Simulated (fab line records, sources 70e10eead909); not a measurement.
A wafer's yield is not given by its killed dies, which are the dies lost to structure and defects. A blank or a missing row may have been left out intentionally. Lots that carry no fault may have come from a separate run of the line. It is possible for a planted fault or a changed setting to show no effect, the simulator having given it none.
fab line records	flow nand-harc	part 1 of 2: steps 1 to 22 of 31
record: lots: 5	wafers: 15	last-day: 23
route steps=1159 shown A_CHANNEL_HOLE_D1@477 A_CHANNEL_FILL_D1@490
lots untouched by any fault: they come from a run of this same line in which no faults occurred
start-h: hours from the record's first day to the start of the lot's first wafer shown	wait-h: hours from the lot's prior step to this one	" as in the row above	L1.1+2: a row that stands for several wafers	- no value, or no start given	* or withheld: withheld	< > ~ a bound
route shown NAME@n: names a module that has steps shown in the file, with the first one's number in the route	usual: average and standard deviation across the fault-free wafers	same: alike in all rows	chamber/n: place in a boat	sites: per-site readings	_std_site: standard deviation across them	_edge_site: the outer-site mean with the inner-site mean subtracted	radius-mm: for every site, how far away it sits from the centre of the wafer	mask NAME#n: copy n	behind: tool/chamber where the wafer was last shaped	hold: why the lot went on hold/how many hours it stayed there/how the hold came to an end	device: whichever transistor did not switch (one of n, p or np)	end of line: tests of these same wafers at the route's end	where a step has no rows: the recipe by itself	killed: the dies lost at the first sort to structure and to defects; this is not the yield of the wafer	map: per-die view of a wafer (x killed, . not killed, _ where there is no die)
set.NAME: the run value of the setting; set.NAME@STEP: its run value at that earlier step	model.NAME: the simulator's own value behind a step, which no gauge read
certain route steps with their lots: each step a table, each wafer a row
services: when a tool's chamber went out of use (start-h, in hours from the record's first day, below 0 if earlier), for how many hours, and the reason
== steps ==
step: NHARC_A_CHANNEL_HOLE_D1_ETCH_25
recipe: bias-v: 5000	source-w: withheld	pressure-mtorr: 20	time-s: 1040.2	ar-flow-sccm: 375	c4f8-flow-sccm: 93.8	o2-flow-sccm: 31.2	temp-c: -20	target-depth-a: 15000	chemistry: C4F8/O2/Ar
usual: drypump-motor-current-A: 5.6/0.44	showerhead-plenum-p-Torr: 3.74/0.097	throttle-valve-pct: 32.236/0.0089
lot.wafer	tool	chamber	start-h	wait-h	drypump-motor-current-A	rf-hours-counter-h	showerhead-plenum-p-Torr	throttle-valve-pct
L075.1	har-etch-01	1	193.51	0.6	5.3	198	3.72	32.230
L075.4	"	1	"	"	5.3	-	3.72	32.245
L075.6	"	1	"	"	5.3	-	3.72	32.238
L076.1	har-etch-02	0	196.98	0.7	6.2	112	3.63	32.233
L076.3	"	0	"	"	6.1	-	3.63	32.232
L076.6	"	0	"	"	6.1	-	3.63	32.231
L090.2	har-etch-02	0	274.81	0.6	6.1	145	3.62	32.260
L090.4	"	1	"	"	5.7	-	3.85	32.239
L090.5	"	0	"	"	6.1	-	3.61	32.232
L088.1	har-etch-01	0	275.14	0.6	4.9	230	3.80	32.233
L088.4	"	0	"	"	4.9	-	3.80	32.228
L088.5	"	0	"	"	4.9	-	3.80	32.231
L089.4	har-etch-01	0	279.59	0.7	4.9	-	3.80	32.236
L089.3	"	1	"	"	5.3	-	3.70	32.236
L089.6	"	1	"	"	5.3	-	3.70	32.244
step: NHARC_A_CHANNEL_HOLE_D1_ETCH_26
recipe: bias-v: 300	source-w: 2000	pressure-mtorr: 30	time-s: 224.1	ar-flow-sccm: 375	c4f8-flow-sccm: 11.4	o2-flow-sccm: 113.6	temp-c: -20	target-depth-a: 3000	chemistry: C4F8/O2/Ar
usual: drypump-motor-current-A: 5.6/0.44	showerhead-plenum-p-Torr: 3.80/0.1	throttle-valve-pct: 24.584/0.0091
lot.wafer	tool	chamber	start-h	wait-h	drypump-motor-current-A	rf-hours-counter-h	showerhead-plenum-p-Torr	throttle-valve-pct
L075.1	har-etch-01	1	194.28	0.6	5.3	199	3.78	24.585
L075.4	"	1	"	"	5.3	-	3.78	24.581
L075.6	"	1	"	"	5.3	-	3.78	24.568
L076.1	har-etch-02	0	197.74	0.6	6.1	112	3.68	24.589
L076.3	"	0	"	"	6.1	-	3.68	24.584
L076.6	"	0	"	"	6.1	-	3.68	24.577
L090.2	har-etch-02	0	275.68	0.7	6.1	146	3.66	24.586
L090.4	"	1	"	"	5.6	-	3.90	24.594
L090.5	"	0	"	"	6.1	-	3.66	24.574
L088.1	har-etch-01	0	276.02	0.7	5.0	231	3.85	24.604
L088.4	"	0	"	"	4.9	-	3.85	24.574
L088.5	"	0	"	"	4.9	-	3.85	24.593
L089.4	har-etch-01	0	280.24	0.5	4.9	-	3.85	24.597
L089.3	"	1	"	"	5.3	-	3.75	24.605
L089.6	"	1	"	"	5.3	-	3.76	24.582
step: NHARC_A_CHANNEL_HOLE_D1_ETCH_33
recipe: bias-v: 400	source-w: 2000	pressure-mtorr: 25	time-s: 90	ar-flow-sccm: 375	c4f8-flow-sccm: 41.7	o2-flow-sccm: 83.3	temp-c: -20	target-depth-a: 4000	chemistry: C4F8/O2/Ar
usual: drypump-motor-current-A: 5.6/0.44	showerhead-plenum-p-Torr: 3.79/0.1	throttle-valve-pct: 27.620/0.0097
lot.wafer	tool	chamber	start-h	wait-h	drypump-motor-current-A	rf-hours-counter-h	showerhead-plenum-p-Torr	throttle-valve-pct
L075.1	har-etch-01	1	194.48	0.2	5.3	199	3.77	27.615
L075.4	"	1	"	"	5.3	-	3.77	27.620
L075.6	"	1	"	"	5.3	-	3.77	27.614
L076.1	har-etch-02	0	197.93	0.2	6.1	113	3.67	27.629
L076.3	"	0	"	"	6.1	-	3.67	27.609
L076.6	"	0	"	"	6.2	-	3.67	27.600
L090.2	har-etch-02	0	275.87	0.2	6.1	146	3.66	27.596
L090.4	"	1	"	"	5.6	-	3.90	27.617
L090.5	"	0	"	"	6.1	-	3.66	27.623
L088.1	har-etch-01	0	276.21	0.2	4.9	231	3.85	27.612
L088.4	"	0	"	"	4.9	-	3.85	27.630
L088.5	"	0	"	"	4.9	-	3.85	27.638
L089.4	har-etch-01	0	280.44	0.2	4.9	-	3.84	27.624
L089.3	"	1	"	"	5.3	-	3.75	27.622
L089.6	"	1	"	"	5.3	-	3.75	27.605
step: NHARC_A_CHANNEL_HOLE_D1_STRIP_41
recipe: n2-flow-sccm: 150	h2-flow-sccm: 150	ar-flow-sccm: 0	bias-w: 0	chemistry: N2/H2
lot.wafer	tool	chamber	start-h	wait-h
L075.4+1+6	rie-diel-04	1,3,0	194.99	0.4
L076.3+1+6	rie-diel-10	3,1,2	198.45	0.4
L090.4+2+5	rie-diel-10	1,0,2	276.40	0.4
L088.1+4+5	rie-diel-04	2,3,2	276.75	0.5
L089.4+3+6	rie-diel-04	3,0,1	281.14	0.7
step: NHARC_A_CHANNEL_HOLE_D1_STRIP_42
recipe: cf4-flow-sccm: 100	chf3-flow-sccm: 30	ar-flow-sccm: 0	bias-w: 0	chemistry: CF4/CHF3
lot.wafer	tool	chamber	start-h	wait-h
L075.1+4+6	rie-diel-04	1,0,2	195.07	0.1
L076.3+1+6	rie-diel-10	0,2,1	198.53	0.1
L090.4+2+5	rie-diel-10	1,0,1	276.50	0.1
L088.1+4+5	rie-diel-04	3,1,2	276.84	0.1
L089.3+4+6	rie-diel-04	3,0,1	281.22	0.1
step: NHARC_A_CHANNEL_HOLE_D1_STRIP_43
recipe: o2-flow-sccm: 400	cos-flow-sccm: 20	ar-flow-sccm: 0	bias-w: 0	chemistry: O2/COS
lot.wafer	tool	chamber	start-h	wait-h
L075.1+4+6	rie-diel-04	1,2,2	195.13	0.1
L076.3+1+6	rie-diel-10	1,3,1	198.59	0.1
L090.2+4+5	rie-diel-10	1,3,2	276.56	0.0
L088.1+4+5	rie-diel-04	2,3,0	276.90	0.1
L089.4+3+6	rie-diel-04	0,1,0	281.28	0.0
step: NHARC_A_CHANNEL_HOLE_D1_ETCH_44
recipe: target-depth-a: 1400	overetch-a: 140	time-s: 77	ion-energy-ev: 100	cf4-flow-sccm: 80	o2-flow-sccm: 20	ar-flow-sccm: 0	rf-w: 300	bias-w: 100	chemistry: CF4/O2
usual: drypump-motor-current-A: 5.9/0.47	oes-product-au: 0.999/0.011	rf-vpp-V: 197.8/1.6	showerhead-plenum-p-Torr: 1.34/0.063	throttle-valve-pct: 13.397/0.0093
lot.wafer	tool	chamber	start-h	wait-h	drypump-motor-current-A	oes-product-au	rf-hours-counter-h	rf-vpp-V	showerhead-plenum-p-Torr	throttle-valve-pct
L075.4	rie-diel-04	2	195.20	0.1	5.1	1.007	4	198.8	1.37	13.386
L075.1	"	0	"	"	6.0	1.000	5	195.8	1.26	13.404
L075.6	"	2	"	"	5.1	0.995	-	198.7	1.37	13.409
L076.3	rie-diel-10	1	198.66	0.1	5.3	0.991	1	199.7	1.37	13.406
L076.1	"	2	"	"	5.8	0.991	1	199.4	1.43	13.409
L076.6	"	1	"	"	5.2	0.990	-	198.8	1.37	13.400
L090.4	rie-diel-10	1	276.63	0.1	5.3	1.004	5	197.5	1.37	13.412
L090.2	"	3	"	"	6.6	1.003	6	197.9	1.31	13.380
L090.5	"	0	"	"	6.0	0.982	-	194.2	1.27	13.391
L088.4	rie-diel-04	0	276.96	0.0	6.0	1.002	10	196.5	1.26	13.392
L088.1	"	3	"	"	6.4	0.982	10	197.0	1.30	13.406
L088.5	"	0	"	"	6.0	0.997	-	196.3	1.26	13.399
L089.3	rie-diel-04	3	281.35	0.1	6.4	0.984	10	198.0	1.30	13.398
L089.4	"	0	"	"	6.0	0.993	11	196.2	1.26	13.397
L089.6	"	1	"	"	6.1	1.005	-	196.4	1.28	13.399
step: NHARC_A_CHANNEL_HOLE_D1_STRIP_27
recipe: o2-flow-sccm: 500	ar-flow-sccm: 0	bias-w: 0	chemistry: O2
usual: drypump-motor-current-A: 5.9/0.47	oes-product-au: 0.999/0.011	rf-vpp-V: 57.7/0.89	showerhead-plenum-p-Torr: 3.52/0.15	throttle-valve-pct: 17.037/0.0095
lot.wafer	tool	chamber	start-h	wait-h	drypump-motor-current-A	oes-product-au	rf-hours-counter-h	rf-vpp-V	showerhead-plenum-p-Torr	throttle-valve-pct
L075.4	rie-diel-04	0	-	-	6.0	1.005	5	57.0	3.34	17.043
L075.1	"	2	"	"	5.1	1.004	4	55.6	3.61	17.036
L075.6	"	0	"	"	6.0	1.013	-	57.8	3.34	17.041
L076.1	rie-diel-10	2	-	-	5.9	0.992	1	57.8	3.76	17.023
L076.3	"	1	"	"	5.2	0.998	1	58.1	3.63	17.034
L076.6	"	3	"	"	6.7	1.009	-	58.3	3.46	17.038
L090.2	rie-diel-10	1	-	-	5.3	0.996	5	57.4	3.62	17.040
L090.4	"	3	"	"	6.7	1.004	6	58.4	3.46	17.046
L090.5	"	1	"	"	5.3	1.000	-	56.8	3.62	17.043
L088.1	rie-diel-04	2	-	-	5.1	0.996	9	56.3	3.61	17.028
L088.4	"	3	"	"	6.4	0.986	10	57.6	3.44	17.037
L088.5	"	2	"	"	5.1	1.006	-	57.2	3.61	17.034
L089.3	rie-diel-04	0	-	-	6.0	1.004	11	57.4	3.34	17.027
L089.4	"	1	"	"	6.1	0.998	11	56.4	3.40	17.051
L089.6	"	3	"	"	6.5	0.996	-	57.5	3.44	17.028
step: NHARC_A_CHANNEL_HOLE_D1_PRECLEAN_28
recipe: time-s: *	temp-c: 50	bath-age-min: 0	chemistry: SC1
lot.wafer	tool	chamber	start-h	wait-h
L075.4+1+6	wet-bench-01	5,7,0	195.86	-
L076.1+6+3	wet-bench-06	7,1,2	199.31	-
L090.5+4+2	wet-bench-06	1,4,5	277.28	-
L088.4+5+1	wet-bench-01	1,5,6	277.61	-
L089.6+3+4	wet-bench-07	7,1,2	282.00	-
step: NHARC_A_CHANNEL_HOLE_D1_SRD_29
lot.wafer	tool	chamber	start-h	wait-h
L075.4+1+6	wet-bench-01	5,7,0	195.92	0.0
L076.1+6+3	wet-bench-06	7,1,2	-	-
L090.5+4+2	wet-bench-06	1,4,5	-	-
L088.4+5+1	wet-bench-01	1,5,6	277.68	0.1
L089.6+3+4	wet-bench-07	7,1,2	-	-
step: NHARC_A_CHANNEL_HOLE_D1_CD_MEAS_30
usual: cd-nm: 90.4/1.7
lot.wafer	tool	chamber	start-h	wait-h	cd-nm
L075.1	cd-sem-03	-	196.03	0.1	91.9
L075.4	"	-	"	"	90.4
L075.6	"	-	"	"	91.5
L076.1	cd-sem-03	-	199.45	-	91.0
L076.3	"	-	"	"	92.4
L076.6	"	-	"	"	91.3
L090.2	cd-sem-02	-	277.43	-	91.5
L090.4	"	-	"	"	91.4
L090.5	"	-	"	"	89.6
L088.1	cd-sem-02	-	277.79	0.1	94.7
L088.4	"	-	"	"	90.8
L088.5	"	-	"	"	93.3
L089.3	cd-sem-01	-	282.14	-	92.3
L089.4	"	-	"	"	91.4
L089.6	"	-	"	"	89.9
step: NHARC_A_CHANNEL_HOLE_D1_XSEM_31
recipe: landing-energy-ev: 35000
usual: bot-cd-nm: 75.1/1.9	bow-nm: 8.61/0.3	tilt-deg: 0.07/0.036
same: landing-energy-ev: 35000
lot.wafer	tool	chamber	start-h	wait-h	bot-cd-nm	bow-nm	tilt-deg
L075.1	xsem-02	0	196.12	0.1	77.9	8.46	0.07
L075.4	"	0	"	"	76.4	8.53	0.06
L075.6	"	0	"	"	77.2	8.47	0.06
L076.1	xsem-01	0	199.53	0.1	75.2	8.52	0.08
L076.3	"	0	"	"	76.6	8.47	0.08
L076.6	"	0	"	"	75.5	8.45	0.08
L090.2	xsem-02	0	277.52	0.1	76.2	8.31	0.12
L090.4	"	0	"	"	75.6	8.28	0.12
L090.5	"	0	"	"	74.7	8.33	0.12
L088.1	xsem-01	0	277.87	0.1	79.3	8.75	0.08
L088.4	"	0	"	"	75.9	8.86	0.08
L088.5	"	0	"	"	79.3	8.85	0.08
L089.3	xsem-01	0	282.24	0.1	76.9	8.34	0.09
L089.4	"	0	"	"	75.8	8.39	0.10
L089.6	"	0	"	"	73.9	8.37	0.09
step: NHARC_A_CHANNEL_HOLE_D1_INSPECT_40
usual: raw-defect-count: 58/17
lot.wafer	tool	chamber	start-h	wait-h	raw-defect-count
L075.1	defect-inspect-02	-	196.22	-	61
L075.4	"	-	"	"	72
L075.6	"	-	"	"	63
L076.1	defect-inspect-01	-	199.63	-	44
L076.3	"	-	"	"	44
L076.6	"	-	"	"	37
L090.2	defect-inspect-02	-	277.62	-	75
L090.4	"	-	"	"	77
L090.5	"	-	"	"	47
L088.1	defect-inspect-02	-	277.98	-	65
L088.4	"	-	"	"	85
L088.5	"	-	"	"	89
L089.3	defect-inspect-02	-	282.33	-	46
L089.4	"	-	"	"	43
L089.6	"	-	"	"	58
step: NHARC_A_CHANNEL_FILL_D1_PRECLEAN_00
recipe: time-s: *	temp-c: 50	bath-age-min: 0	chemistry: SC1
lot.wafer	tool	chamber	start-h	wait-h
L075.1+4+6	wet-bench-05	6,7,1	196.28	0.1
L076.1+3+6	wet-bench-03	5,0,2	199.68	0.1
L090.2+5+4	wet-bench-05	4,0,1	277.67	0.0
L088.4+5+1	wet-bench-05	3,6,0	278.03	0.0
L089.3+6+4	wet-bench-02	3,4,6	282.38	0.0
step: NHARC_A_CHANNEL_FILL_D1_SRD_01
lot.wafer	tool	chamber	start-h	wait-h
L075.1+4+6	wet-bench-05	6,7,1	-	-
L076.1+3+6	wet-bench-03	5,0,2	-	-
L090.2+5+4	wet-bench-05	4,0,1	-	-
L088.4+5+1	wet-bench-05	3,6,0	-	-
L089.3+6+4	wet-bench-02	3,4,6	-	-
step: NHARC_A_CHANNEL_FILL_D1_ALD_02
recipe: target-thk-a: 60	pulse-time-s: 10	ald-cycles: 60	temp-c: 300	material: SiO2
usual: heater-power-outer-w: 255/21	heater-power-w: 459/40	precursor-pulse-height-rel: 0.998/0.021
lot.wafer	tool	chamber	start-h	wait-h	heater-power-outer-w	heater-power-w	precursor-pulse-height-rel
L075.1	ald-hk-03	1	196.55	-	250	448	1.008
L075.4	"	2	"	"	277	493	0.975
L075.6	"	3	"	"	271	478	0.997
L076.1	ald-hk-04	3	201.66	-	267	511	1.020
L076.3	"	0	"	"	258	472	0.996
L076.6	"	3	"	"	271	505	0.994
L090.4	ald-hk-03	2	277.88	-	279	483	1.001
L090.2	"	3	"	"	273	503	0.994
L090.5	"	1	"	"	252	449	1.017
L088.4	ald-hk-04	1	278.18	-	254	469	1.011
L088.1	"	2	"	"	232	386	0.954
L088.5	"	2	"	"	236	385	0.994
L089.3	ald-hk-04	1	282.60	-	249	468	0.982
L089.4	"	2	"	"	232	383	0.979
L089.6	"	1	"	"	258	453	1.008
step: NHARC_A_CHANNEL_FILL_D1_ALD_03
recipe: target-thk-a: 60	pulse-time-s: 60	ald-cycles: 58	temp-c: 630	pressure-torr: 2	material: SiNx
usual: chamber-pressure-Torr: 2.000/0.0044	precursor-pulse-height-rel: 1.002/0.019
lot.wafer	tool	chamber	start-h	wait-h	chamber-pressure-Torr	precursor-pulse-height-rel
L075.1	ald-sin-batch-01	0	-	-	1.994	0.973
L075.4	"	0	"	"	2.005	1.018
L075.6	"	0	"	"	1.998	1.015
L076.1	ald-sin-batch-01	0	-	-	1.999	1.001
L076.3	"	0	"	"	2.002	0.984
L076.6	"	0	"	"	2.003	1.020
L088.1	ald-sin-batch-03	0	-	-	1.995	1.008
L088.4	"	0	"	"	1.997	1.000
L088.5	"	0	"	"	1.996	1.014
L090.2	ald-sin-batch-03	0	-	-	1.993	0.999
L090.4	"	0	"	"	2.001	0.990
L090.5	"	0	"	"	1.999	0.999
L089.3	ald-sin-batch-02	0	-	-	1.994	0.982
L089.4	"	0	"	"	2.005	1.004
L089.6	"	0	"	"	2.002	1.033
step: NHARC_A_CHANNEL_FILL_D1_ALD_14
recipe: target-thk-a: 25	pulse-time-s: 10	ald-cycles: 25	temp-c: 300	material: SiO2
usual: heater-power-outer-w: 250/28	heater-power-w: 450/48	precursor-pulse-height-rel: 0.998/0.02
lot.wafer	tool	chamber	start-h	wait-h	heater-power-outer-w	heater-power-w	precursor-pulse-height-rel
L075.4	ald-hk-04	3	202.95	0.3	266	516	0.986
L075.1	"	1	"	"	249	462	1.029
L075.6	"	3	"	"	266	492	1.010
L076.1	ald-hk-03	1	208.71	0.0	258	461	0.983
L076.3	"	2	"	"	276	485	0.990
L076.6	"	1	"	"	258	443	0.990
L088.1	ald-hk-03	1	286.18	1.3	250	454	1.000
L088.4	"	2	"	"	280	483	1.012
L088.5	"	3	"	"	275	485	0.988
L090.2	ald-hk-03	3	286.33	1.5	279	480	0.991
L090.4	"	0	"	"	234	435	0.980
L090.5	"	0	"	"	231	447	1.009
L089.4	ald-hk-02	2	290.29	1.3	211	402	1.048
L089.3	"	3	"	"	199	382	0.967
L089.6	"	1	"	"	312	527	0.980
step: NHARC_A_CHANNEL_FILL_D1_ALD_15
recipe: target-thk-a: 20	pulse-time-s: 60	ald-cycles: 19	temp-c: 630	pressure-torr: 2	material: SiNx
usual: chamber-pressure-Torr: 2.000/0.004	precursor-pulse-height-rel: 0.998/0.02
lot.wafer	tool	chamber	start-h	wait-h	chamber-pressure-Torr	precursor-pulse-height-rel
L075.1	ald-sin-batch-02	0	-	-	1.992	1.001
L075.4	"	0	"	"	2.003	1.024
L075.6	"	0	"	"	2.000	1.013
L076.1	ald-sin-batch-02	0	-	-	2.003	1.018
L076.3	"	0	"	"	2.011	1.017
L076.6	"	0	"	"	2.002	0.991
L088.1	ald-sin-batch-01	0	-	-	2.000	0.990
L088.4	"	0	"	"	2.001	0.979
L088.5	"	0	"	"	1.992	0.987
L090.2	ald-sin-batch-01	0	-	-	1.995	0.988
L090.4	"	0	"	"	2.007	1.007
L090.5	"	0	"	"	2.001	0.980
L089.3	ald-sin-batch-01	0	-	-	2.001	0.972
L089.4	"	0	"	"	1.998	0.999
L089.6	"	0	"	"	1.996	1.022
step: NHARC_A_CHANNEL_FILL_D1_ALD_16
recipe: target-thk-a: 15	pulse-time-s: 10	ald-cycles: 15	temp-c: 300	material: SiO2
usual: heater-power-outer-w: 249/28	heater-power-w: 448/48	precursor-pulse-height-rel: 1.003/0.02
lot.wafer	tool	chamber	start-h	wait-h	heater-power-outer-w	heater-power-w	precursor-pulse-height-rel
L075.4	ald-hk-04	1	207.89	0.0	253	461	0.983
L075.1	"	0	"	"	243	493	1.000
L075.6	"	2	"	"	235	387	0.982
L076.3	ald-hk-03	1	213.87	0.0	256	444	1.002
L076.1	"	0	"	"	232	438	1.017
L076.6	"	1	"	"	250	459	0.980
L088.1	ald-hk-02	1	291.33	0.0	320	536	1.024
L088.4	"	2	"	"	221	405	1.002
L088.5	"	1	"	"	322	556	0.964
L090.4	ald-hk-02	0	291.52	0.2	219	391	1.002
L090.2	"	2	"	"	216	411	0.972
L090.5	"	3	"	"	202	379	0.989
L089.3	ald-hk-04	3	295.21	0.1	267	522	0.997
L089.4	"	0	"	"	262	479	0.980
L089.6	"	3	"	"	262	506	1.018
step: NHARC_A_CHANNEL_FILL_D1_ANNEAL_17
recipe: temp-c: 850	time-s: 1800
usual: spike-tc-bottom-C: 865.9/2.4
lot.wafer	tool	chamber	start-h	wait-h	spike-tc-bottom-C
L075.1	furnace-05	0	211.04	-	865.6
L075.4	"	0	"	"	869.4
L075.6	"	0	"	"	867.8
L076.1	furnace-07	0	219.51	-	865.0
L076.3	"	0	"	"	869.0
L076.6	"	0	"	"	866.7
L088.1	furnace-07	0	294.49	-	866.9
L088.4	"	0	"	"	868.2
L088.5	"	0	"	"	866.8
L090.2	furnace-07	0	294.49	-	864.4
L090.4	"	0	"	"	866.1
L090.5	"	0	"	"	864.2
L089.3	furnace-06	0	298.65	-	862.5
L089.4	"	0	"	"	862.2
L089.6	"	0	"	"	861.9
step: NHARC_A_CHANNEL_FILL_D1_CVD_18
recipe: target-thk-a: 30	temp-c: 550	material: poly-Si
usual: spike-tc-bottom-C: 575.2/1.6
lot.wafer	tool	chamber	start-h	wait-h	spike-tc-bottom-C
L075.1	lpcvd-poly-02	0	217.64	-	575.6
L075.4	"	0	"	"	576.7
L075.6	"	0	"	"	576.3
L076.1	lpcvd-poly-04	0	226.13	-	570.8
L076.3	"	0	"	"	572.3
L076.6	"	0	"	"	573.2
L088.1	lpcvd-poly-01	0	300.77	-	577.1
L088.4	"	0	"	"	577.2
L088.5	"	0	"	"	573.7
L090.2	lpcvd-poly-01	0	300.77	-	576.0
L090.4	"	0	"	"	576.3
L090.5	"	0	"	"	576.1
L089.3	lpcvd-poly-02	0	305.23	-	576.1
L089.4	"	0	"	"	574.4
L089.6	"	0	"	"	576.7
